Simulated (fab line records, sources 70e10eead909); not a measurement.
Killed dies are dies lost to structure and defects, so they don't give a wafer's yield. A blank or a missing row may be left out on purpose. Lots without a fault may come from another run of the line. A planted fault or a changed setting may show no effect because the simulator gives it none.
Chamber matching | flow nand_harc | NHARC_A_M1_DEP_33 on pecvd-04: 3 sister chambers
The step deposits SiCN, target thk 30 nm. 6 wafers are shown with their chamber, then 11 later ones without.

WAFERS WITH THEIR CHAMBER
wafer  | chamber | showerhead_vpp_V (V) | heater_power_w (W)
L085.5 | 0       | 1261                 | 531
L089.5 | 1       | 1376                 | 616
L094.1 | 0       | 1247                 | 538
L094.2 | 2       | 1179                 | 618
L094.3 | 1       | 1418                 | 552
L094.4 | 2       | 1177                 | 614

WAFERS WITHOUT THEIR CHAMBER
wafer  | showerhead_vpp_V (V) | heater_power_w (W)
L094.5 | 1260                 | 559
L094.6 | 1381                 | 569
L095.1 | 1238                 | 601
L095.2 | 1370                 | 667
L095.3 | 1183                 | 675
L093.2 | 1174                 | 666
L093.4 | 1244                 | 638
L093.6 | 1387                 | 620
L097.1 | 1380                 | 622
L097.4 | 1183                 | 599
L097.5 | 1391                 | 634

WHICH CHAMBER EACH WENT THROUGH
wafer  | from the rows above     | in truth
L094.5 | 0                       | 0
L094.6 | 1                       | 1
L095.1 | can't be placed: 0 or 2 | 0
L095.2 | 1                       | 1
L095.3 | 2                       | 2
L093.2 | 2                       | 2
L093.4 | can't be placed: 2 or 0 | 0
L093.6 | 1                       | 1
L097.1 | 1                       | 1
L097.4 | 2                       | 2
L097.5 | 1                       | 1
Placed correctly: 9 of 11. Can't be placed from these rows: 2 (the true chamber is among the candidates in 2). Placed wrongly: 0.
How it was worked out, from the rows above alone: a wafer's distance from a chamber is the root of the sum, over the readings, of the square of ((its reading less the chamber's mean) divided by the reading's scatter). The wafer belongs to the nearest chamber; if the next one is less than 2 further off, it can't be placed. A chamber's mean is the mean of its shown wafers. The scatter: the root of (the sum of the squares of (reading less its chamber's mean) over the shown wafers, divided by (wafers less chambers)).
